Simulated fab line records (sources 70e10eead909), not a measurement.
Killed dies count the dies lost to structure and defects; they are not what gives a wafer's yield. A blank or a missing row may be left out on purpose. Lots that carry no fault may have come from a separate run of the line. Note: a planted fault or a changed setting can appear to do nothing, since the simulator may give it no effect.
fab line records -- flow nand-harc
record: lots: 6, wafers: 18, last-day: 32
route steps=1302 shown P_GATE@117
lots with no fault: from the same line, run without faults
start-h: the number of hours between the record's first day and the start of the first shown wafer of the lot -- wait-h: hours elapsed since this lot's preceding step -- " same as the row above -- L1.1+2: one row covering several wafers at once -- - no value, or no start given -- * or withheld: withheld -- < > ~ a bound
route shown NAME@n: NAME is a module with steps in the file, n the number in the route of the first one -- usual: mean and standard deviation over wafers with no fault -- same: alike in all rows -- chamber/n: place in a boat -- sites: each site's reading -- _std_site: standard deviation across them -- _edge_site: mean of outer sites minus mean of inner sites -- radius-mm: how far each site lies from the wafer's centre -- mask NAME#n: copy n -- behind: the tool/chamber that last shaped the wafer -- hold: cause of the lot's hold/its duration in hours/its outcome -- device: the transistor (n, p or np) that didn't switch -- end of line: tests of these same wafers at the route's end -- for a step that has no rows: nothing shown but its recipe -- killed: the dies lost at the first sort to structure and to defects; this is not the yield of the wafer -- map: the dies of a wafer, with x for killed, . for not killed, _ for no die there
set.NAME: the setting as run; set.NAME@STEP: as run at that earlier step -- model.NAME: the simulator's own value behind a step, which no gauge read
lots at some steps of the route; a table a step, a row a wafer
services: from which hour (start-h, from the record's first day; less than 0 if before it) a tool's chamber was out of use, for how many hours, and why
== steps ==
step: NHARC_P_GATE_SOFTBAKE_06
recipe: temp-c: 122, time-s: 95
step: NHARC_P_GATE_EBR_07
step: NHARC_P_GATE_EXPOSE_08
recipe: na: 0.6, dose-mj: 16.75, mask-id: P_HV
step: NHARC_P_GATE_PEB_09
recipe: peb-temp-c: 118, peb-time-s: 85
step: NHARC_P_GATE_DEVELOP_10
recipe: time-s: 70
step: NHARC_P_GATE_CD_MEAS_11
recipe: target-cd-nm: 1640, landing-energy-ev: 500
usual: cd-nm: 1639.6/1.3
lot.wafer,tool,chamber,start-h,wait-h,cd-nm
L491.1,cd-sem-03,0,98.90,-,1638.3
L491.5,cd-sem-03,0,98.90,-,1639.6
L491.6,cd-sem-03,0,98.90,-,1638.7
L498.2,cd-sem-02,0,166.81,-,1642.7
L498.3,cd-sem-02,0,166.81,-,1639.7
L498.4,cd-sem-02,0,166.81,-,1641.8
L497.3,cd-sem-01,0,166.97,-,1639.2
L497.5,cd-sem-01,0,166.97,-,1638.4
L497.6,cd-sem-01,0,166.97,-,1639.8
L504.1,cd-sem-02,0,227.89,-,1640.0
L504.2,cd-sem-02,0,227.89,-,1637.4
L504.4,cd-sem-02,0,227.89,-,1638.1
L510.3,cd-sem-01,0,290.53,-,1638.9
L510.4,cd-sem-01,0,290.53,-,1639.9
L510.6,cd-sem-01,0,290.53,-,1642.1
L509.2,cd-sem-03,0,290.71,-,1638.4
L509.3,cd-sem-03,0,290.71,-,1639.1
L509.5,cd-sem-03,0,290.71,-,1640.1
step: NHARC_P_GATE_HARDBAKE_12
recipe: temp-c: 125, time-s: 80
step: NHARC_P_GATE_DESCUM_13
recipe: time-s: 3, o2-flow-sccm: 200, ar-flow-sccm: 0, bias-power-w: 0, chemistry: O2
usual: chamber-pressure-mTorr: 60.00/0.056, drypump-motor-current-A: 5.7/0.34, oes-product-au: 0.998/0.0087, rf-vpp-V: 57.7/0.92, showerhead-plenum-p-Torr: 1.89/0.079, throttle-valve-pct: 11.311/0.0091
lot.wafer,tool,chamber,start-h,wait-h,chamber-pressure-mTorr,drypump-motor-current-A,oes-product-au,rf-hours-counter-h,rf-vpp-V,showerhead-plenum-p-Torr,throttle-valve-pct
L491.1,rie-diel-09,2,99.08,-,59.92,5.9,0.999,7.4,57.0,1.80,11.327
L491.5,rie-diel-09,0,99.08,-,59.92,5.6,0.997,-,58.7,1.79,11.293
L491.6,rie-diel-09,1,99.08,-,60.06,5.8,0.988,-,57.6,1.84,11.311
L498.3,rie-diel-04,2,166.96,-,59.99,5.4,0.989,8.3,57.6,1.93,11.312
L498.4,rie-diel-04,3,166.96,-,59.99,5.5,0.988,8.5,58.0,1.97,11.304
L498.2,rie-diel-04,0,166.96,-,59.97,5.7,0.997,9.0,57.4,1.90,11.304
L497.3,rie-diel-09,3,167.14,-,59.94,6.3,1.000,0.6,58.4,1.82,11.305
L497.5,rie-diel-09,2,167.14,-,59.95,5.9,1.030,-,56.9,1.80,11.318
L497.6,rie-diel-09,3,167.14,-,60.04,6.3,0.995,-,57.6,1.82,11.321
L504.1,rie-diel-09,0,228.07,-,60.12,5.6,0.991,4.5,56.8,1.79,11.287
L504.4,rie-diel-09,1,228.07,-,60.05,5.9,1.004,3.5,57.5,1.84,11.303
L504.2,rie-diel-09,2,228.07,-,60.03,5.9,1.014,3.5,56.6,1.80,11.327
L510.4,rie-diel-04,2,290.69,-,59.91,5.4,1.006,4.8,57.7,1.92,11.303
L510.3,rie-diel-04,1,290.69,-,59.96,5.8,0.987,6.0,58.7,1.99,11.306
L510.6,rie-diel-04,2,290.69,-,59.98,5.4,1.004,-,58.9,1.93,11.295
L509.2,rie-diel-07,0,290.91,-,59.94,5.6,0.990,10.0,58.3,1.97,11.313
L509.3,rie-diel-07,1,290.91,-,60.05,5.4,0.985,9.2,57.9,1.82,11.311
L509.5,rie-diel-07,2,290.91,-,59.92,5.1,0.981,-,58.9,1.99,11.316
step: NHARC_P_GATE_ETCH_14
recipe: target-depth-a: 488, chemistry: dHF, material: SiO2
step: NHARC_P_GATE_STRIP_15
recipe: time-s: 780, temp-c: 130, chemistry: SPM
step: NHARC_P_GATE_PRECLEAN_71
recipe: time-s: *, temp-c: 50, bath-age-min: 0, chemistry: SC1
step: NHARC_P_GATE_SRD_72
step: NHARC_P_GATE_OXIDE_16
recipe: target-thk-a: 30, temp-c: 875, ox-time-s: 392, material: SiO2
usual: ox-temp-c: 875.0/0.39, ox-time-s: 392/0, spike-tc-top-C: 887.7/1.4, zone-power-centre-pct: 18.4/1.1, zone-power-upper-pct: 17.1/0.88
lot.wafer,tool,chamber,start-h,wait-h,ox-temp-c,ox-time-s,spike-tc-top-C,zone-power-centre-pct,zone-power-upper-pct
L491.1,furnace-02,0,102.67,-,875.6,392,886.5,18.7,17.3
L491.5,furnace-02,0,102.67,-,874.4,392,887.5,18.9,17.2
L491.6,furnace-02,0,102.67,-,875.6,392,884.5,18.8,17.4
L497.3,furnace-02,-,170.57,-,-,-,-,-,-
L497.5,furnace-02,-,170.57,-,-,-,-,-,-
L497.6,furnace-02,-,170.57,-,-,-,-,-,-
L498.2,furnace-02,-,170.57,-,-,-,-,-,-
L498.3,furnace-02,-,170.57,-,-,-,-,-,-
L498.4,furnace-02,-,170.57,-,-,-,-,-,-
L504.1,furnace-05,0,231.82,-,875.6,392,887.1,17.2,17.9
L504.2,furnace-05,0,231.82,-,875.8,392,886.2,16.9,17.9
L504.4,furnace-05,0,231.82,-,874.9,392,886.5,16.9,18.1
L509.2,furnace-02,0,294.30,-,874.9,392,886.3,18.4,17.0
L509.3,furnace-02,0,294.30,-,875.4,392,888.2,19.0,16.9
L509.5,furnace-02,0,294.30,-,874.7,392,886.5,18.7,17.0
L510.3,furnace-02,0,294.30,-,874.5,392,885.6,18.7,17.1
L510.4,furnace-02,0,294.30,-,874.9,392,886.8,18.7,16.9
L510.6,furnace-02,0,294.30,-,874.2,392,887.0,18.8,17.1
step: NHARC_P_GATE_CVD_17
recipe: target-thk-a: 1500, temp-c: 620, time-s: 900, material: poly-Si
== services ==
tool,chamber,start-h,hours,kind
furnace-02,-,83.05,9.2,repair
rie-diel-04,3,86.96,2.7,repair
rie-diel-09,0,97.60,-,clean
rie-diel-09,1,97.60,-,clean
rie-diel-09,2,97.60,-,clean
rie-diel-09,3,97.60,-,clean
rie-diel-07,-,114.53,0.2,repair
furnace-05,-,116.00,26.0,pm
rie-diel-07,-,117.20,9.0,pm
rie-diel-09,0,122.10,-,clean
rie-diel-09,1,122.10,-,clean
rie-diel-09,2,122.10,-,clean
rie-diel-09,3,122.10,-,clean
rie-diel-07,-,137.05,0.2,repair
rie-diel-09,-,143.10,9.0,pm
rie-diel-09,0,143.10,9.0,vent-cycle
rie-diel-09,1,143.10,9.0,vent-cycle
rie-diel-04,-,177.98,9.0,pm
rie-diel-07,1,216.31,2.7,repair
rie-diel-04,2,218.43,1.9,repair
rie-diel-07,1,261.29,3.8,repair
rie-diel-09,2,278.50,6.1,repair
rie-diel-04,0,284.99,1.9,repair
rie-diel-07,-,294.21,9.0,pm
== key ==
first-sign: step: NHARC_P_GATE_OXIDE_16, reading: tool-record, direction: missing
effect none on later readings
met-at NHARC_P_GATE_OXIDE_16
struck-wafers L497.3,L497.5,L497.6,L498.2,L498.3,L498.4
later-rows-left-out L497.3,L497.5,L497.6,L498.2,L498.3,L498.4
sort-left-out L497.3,L497.5,L497.6,L498.2,L498.3,L498.4
tester-left-out L497,L498
onset-between 102.67 170.57
fault: kind: skipped-step-whole, tool: furnace-02, chamber: -, onset-h: 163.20, steps: NHARC_P_GATE_OXIDE_16, scope: struck-lots-only
tester-left-out: of these lots the tester's yield and bins aren't shown, on N5 and GAA mostly nor the transistor test; their killed dies are dies lost to structure and defects alone, not to doping, threshold or leakage, so they don't give the yield
sort-left-out: the simulated sort isn't trusted on such a fault, so these wafers' sort isn't shown, and their yield isn't known
later-rows-left-out: the simulator's readings of these wafers behind a module that went badly wrong aren't trusted and aren't shown, but for the sort
